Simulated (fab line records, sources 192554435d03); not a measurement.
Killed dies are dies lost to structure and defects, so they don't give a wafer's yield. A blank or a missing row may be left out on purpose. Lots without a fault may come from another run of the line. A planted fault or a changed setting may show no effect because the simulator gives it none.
Split-lot experiment | flow n5_finfet | 7 lots, 21 wafers read, on a route of 1938 steps

THE SPLIT
At N5_BEOL_M0_DEP_125 (deposits SiCN from 3MS/NH3, target thk 8 nm, time 14 s), the setting time_s was moved away from the recipe's 14 s on 11 of the 21 wafers read, by -10.2% to +14.9%. The other wafers ran this setting at the recipe's value.

The reading is taken at the split's own step.

THE READING
SiCN_of_BEOL_M0_DEP_125.thk_nm (the simulator's own value, which no gauge read), in nm, at N5_BEOL_M0_DEP_125 (deposits SiCN from 3MS/NH3, target thk 8 nm, time 14 s). The file gives no usual value for it. The 10 wafers here that ran the recipe average 8.1 nm, standard deviation 0.22 nm.

wafer  | tool, chamber at the split | time_s as run, s | against the recipe | SiCN_of_BEOL_M0_DEP_125.thk_nm, nm | against lot-mates on the recipe
L074.1 | pecvd-01, 0,2              | 12.57            | -10.2%             | 7.2                                | -0.8
L074.3 | pecvd-01, 0,2              | 12.57            | -10.2%             | 7.2                                | -0.8
L074.5 | pecvd-01, 1                | 14               | recipe             | 8                                  | -
L080.2 | pecvd-03, 1,0              | 15.93            | +13.8%             | 8.8                                | +1.0
L080.5 | pecvd-03, 1,0              | 15.93            | +13.8%             | 8.8                                | +1.0
L080.6 | pecvd-03, 2                | 14               | recipe             | 7.8                                | -
L083.1 | pecvd-04, 1                | 14               | recipe             | 8.2                                | -
L083.2 | pecvd-04, 0                | 14.97            | +6.9%              | 8.6                                | +0.3
L083.5 | pecvd-04, 0                | 14               | recipe             | 8.4                                | -
L086.3 | pecvd-01, 0                | 12.89            | -7.9%              | 7.6                                | -0.6
L086.4 | pecvd-01, 0                | 12.89            | -7.9%              | 7.8                                | -0.4
L086.6 | pecvd-01, 1                | 14               | recipe             | 8.2                                | -
L091.1 | pecvd-01, 1                | 14               | recipe             | 7.6                                | -
L091.2 | pecvd-01, 0                | 16.09            | +14.9%             | 9.2                                | +1.6
L091.5 | pecvd-01, 2                | 16.09            | +14.9%             | 9.4                                | +1.8
L093.3 | pecvd-03, 1,0              | 12.83            | -8.4%              | 7.4                                | -0.8
L093.5 | pecvd-03, 1,0              | 12.83            | -8.4%              | 7.4                                | -0.8
L093.6 | pecvd-03, 2                | 14               | recipe             | 8.2                                | -
L097.3 | pecvd-03, 0,2              | 14               | recipe             | 8                                  | -
L097.4 | pecvd-03, 0,2              | 14               | recipe             | 8                                  | -
L097.6 | pecvd-03, 0                | 14               | recipe             | 8.2                                | -
Where a row lists several chambers, the file gives one row for several wafers and doesn't say which wafer went through which chamber.

THE FIT
A straight line over all 21 wafers: SiCN_of_BEOL_M0_DEP_125.thk_nm changes by +0.0709 nm for each +1% of time_s; r = +0.94; the points scatter about the line by 0.21 nm.
The same after taking each lot's own level away (the mean of its wafers on the recipe; 21 wafers): +0.0874 nm for each +1%; r = +0.97; scatter 0.19 nm.
On that fit, the largest move of time_s shifts the reading by 1.3 nm.
The lots' own levels span 7.60 to 8.30 nm, that is 3.2 times the standard deviation above.
So the lot-to-lot level changes the slope: the two fits differ.
Check: with one of the wafers moved furthest among these (+14.9%) left out of the fit, the line predicts +1.26 nm for it against its lot-mates. It came out at +1.6 nm against them.

OTHER SPLITS ON THESE WAFERS
These wafers also went through other splits before the reading. Each is held against what the fit with the lots' levels taken away leaves over:
other split on the same wafers              | wafers away from the commonest value | r with SiCN_of_BEOL_M0_DEP_125.thk_nm (lot level and that fit taken away)
N5_BEOL_M0_SAQP_SPACER2_ALD_26 target_thk_a | 7                                    | +0.05
N5_BEOL_M0_SAQP_EXPOSE_37 dose_mj           | 5                                    | -0.26

THE FILE'S OWN FIT
SiCN_of_BEOL_M0_DEP_125.thk_nm changes by +0.0861 nm for each +1% of time_s, r = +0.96.
